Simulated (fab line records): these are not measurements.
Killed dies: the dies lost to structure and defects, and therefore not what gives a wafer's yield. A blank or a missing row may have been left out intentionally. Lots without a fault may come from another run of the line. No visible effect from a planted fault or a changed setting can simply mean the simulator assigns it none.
Chamber matching + flow n5Finfet + 4 sister chambers for N5_DUMMY_GATE_ETCH_29 on rieDiel-06
The step etches underlayer in N2/H2, target depth 13 nm. 8 wafers are shown with their chamber, then 8 later ones without.

WAFERS, EACH WITH ITS CHAMBER
| wafer  | chamber | showerheadPlenumPTorr (Torr) | throttleValvePct (%) |
|--------|---------|------------------------------|----------------------|
| L079.4 | 2       | 2.45                         | 18.18                |
| L081.1 | 0       | 2.69                         | 17.96                |
| L081.4 | 3       | 2.39                         | 17.76                |
| L081.6 | 3       | 2.39                         | 17.76                |
| L082.1 | 2       | 2.45                         | 18.21                |
| L082.4 | 1       | 2.36                         | 18.21                |
| L082.5 | 1       | 2.36                         | 18.22                |
| L090.1 | 0       | 2.68                         | 18.00                |

WAFERS WITH NO CHAMBER GIVEN
| wafer  | showerheadPlenumPTorr (Torr) | throttleValvePct (%) |
|--------|------------------------------|----------------------|
| L090.2 | 2.39                         | 17.78                |
| L090.3 | 2.44                         | 18.23                |
| L095.2 | 2.68                         | 18.02                |
| L095.3 | 2.35                         | 18.23                |
| L095.6 | 2.35                         | 18.24                |
| L096.1 | 2.68                         | 18.01                |
| L096.2 | 2.44                         | 18.25                |
| L096.5 | 2.68                         | 18.01                |

THE CHAMBER EACH PASSED THROUGH
| wafer  | from the rows above | in truth |
|--------|---------------------|----------|
| L090.2 | 3                   | 3        |
| L090.3 | 2                   | 2        |
| L095.2 | 0                   | 0        |
| L095.3 | 1                   | 1        |
| L095.6 | 1                   | 1        |
| L096.1 | 0                   | 0        |
| L096.2 | 2                   | 2        |
| L096.5 | 0                   | 0        |
Correctly placed: 8 of 8. From these rows, 0 cannot be placed. 0 placed wrongly.
How it was worked out, from the rows above alone: a wafer's distance from a chamber is the root of the sum, over the readings, of the square of ((its reading less the chamber's mean) divided by the reading's scatter). The wafer belongs to the nearest chamber; if the next one is less than 2 further off, it can't be placed. For every chamber, the mean is computed from those of its wafers that are shown. The scatter is the square root of a quotient: the sum, over the shown wafers, of each reading's squared deviation from its chamber's mean, divided by wafers minus chambers.
